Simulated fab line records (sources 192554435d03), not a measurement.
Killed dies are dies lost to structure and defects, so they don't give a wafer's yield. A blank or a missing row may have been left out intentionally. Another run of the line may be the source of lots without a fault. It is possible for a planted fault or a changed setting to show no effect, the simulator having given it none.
Split-lot trial ; flow n5_finfet ; 21 wafers read from 7 lots, route of 1938 steps

== ABOUT THE SPLIT ==
At N5_MOL_CONTACT_COAG_COAT_02 (resist thk 30 nm), the setting spin_rpm was moved away from the recipe's 1500 rpm on 5 of the 21 wafers read, by +3.5% to +9.9%. The other wafers ran this setting at the recipe's value.

== FROM THE SPLIT TO THE READING: what the file shows between them, 4 steps ==
- N5_MOL_CONTACT_COAG_EBR_04
- N5_MOL_CONTACT_COAG_SOFTBAKE_03: time 60 s
- N5_MOL_CONTACT_COAG_EXPOSE_05: exposes mask CA, defocus 0 nm
- N5_MOL_CONTACT_COAG_PEB_06: peb time 60 s

== THE READING ==
CAR-EUV_of_MOL_CONTACT_COAG_COAT_02.thk_nm (the simulator's own value, which no gauge read), in nm, at N5_MOL_CONTACT_COAG_DEVELOP_07 (develop time 30 s). The file does not state a usual value for it. The 16 wafers here that ran the recipe average 29.6 nm, standard deviation 0.12 nm.

wafer;tool, chamber at the split;spin_rpm as run, rpm;against the recipe;CAR-EUV_of_MOL_CONTACT_COAG_COAT_02.thk_nm, nm;against lot-mates on the recipe
L079.1;litho_track-03, 0;1552;+3.5%;29.2;-0.6
L079.4;litho_track-03, 0;1552;+3.5%;29.2;-0.6
L079.3;litho_track-03, 0;1500;recipe;29.8;-
L080.2;litho_track-04, 0;1500;recipe;29.6;-
L080.4;litho_track-04, 0;1500;recipe;29.6;-
L080.5;litho_track-04, 0;1500;recipe;29.8;-
L082.1;litho_track-03, 0;1500;recipe;29.6;-
L082.6;litho_track-03, 0;1500;recipe;29.6;-
L082.5;litho_track-03, 0;1500;recipe;29.4;-
L083.1;litho_track-02, 0;1648;+9.9%;28;-1.4
L083.3;litho_track-02, 0;1648;+9.9%;28;-1.4
L083.5;litho_track-02, 0;1500;recipe;29.4;-
L092.2;litho_track-04, 0;1500;recipe;29.6;-
L092.5;litho_track-04, 0;1500;recipe;29.6;-
L092.4;litho_track-04, 0;1561;+4.1%;29;-0.6
L094.3;litho_track-03, 0;1500;recipe;29.6;-
L094.6;litho_track-03, 0;1500;recipe;29.6;-
L094.4;litho_track-03, 0;1500;recipe;29.4;-
L096.1;litho_track-03, 0;1500;recipe;29.4;-
L096.4;litho_track-03, 0;1500;recipe;29.6;-
L096.6;litho_track-03, 0;1500;recipe;29.6;-

THE FIT
A straight line over all 21 wafers: CAR-EUV_of_MOL_CONTACT_COAG_COAT_02.thk_nm changes by -0.155 nm for each +1% of spin_rpm; r = -0.97; the points scatter about the line by 0.12 nm.
The same after taking each lot's own level away (the mean of its wafers on the recipe; 21 wafers): -0.144 nm for each +1%; r = -0.98; scatter 0.082 nm.
The reading moves by 1.4 nm for the largest change in spin_rpm, on that fit.
From 29.40 to 29.80 nm: that is the span of the lots' own levels, equal to 3.3 times the standard deviation above.
So the lot-to-lot level changes the slope little: the two slopes agree.
Check: with one of the wafers moved furthest among these (+9.9%) left out of the fit, the line predicts -1.46 nm for it against its lot-mates. It came out at -1.4 nm against them.

== THESE WAFERS: OTHER SPLITS ==
Other splits were also applied to these wafers ahead of the reading. Each is held against what the fit with the lots' levels taken away leaves over:
other split on the same wafers;wafers away from the commonest value;r with CAR-EUV_of_MOL_CONTACT_COAG_COAT_02.thk_nm (lot level and that fit taken away)
N5_HKMG_FIN_DEVELOP_48 develop_time_s;6;+0.11
N5_MOL_CONTACT_COAG_COAT_58 spin_rpm;5;-0.05

== THE WHOLE CHAIN: every reading that the file lists as answering this split, in the file's order ==
step;what it does;reading;change (the file's fit);r (the file's)
N5_MOL_CONTACT_COAG_COAT_02;resist thk 30 nm;CAR-EUV_of_MOL_CONTACT_COAG_COAT_02.thk_nm (the simulator's own value, which no gauge read);-0.138 nm for each +1% of the setting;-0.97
N5_MOL_CONTACT_COAG_DEVELOP_07;develop time 30 s;CAR-EUV_of_MOL_CONTACT_COAG_COAT_02.thk_nm (the simulator's own value, which no gauge read);-0.146 nm for each +1% of the setting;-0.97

== THE FILE'S OWN FIT ==
CAR-EUV_of_MOL_CONTACT_COAG_COAT_02.thk_nm changes by -0.146 nm for each +1% of spin_rpm, r = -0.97.
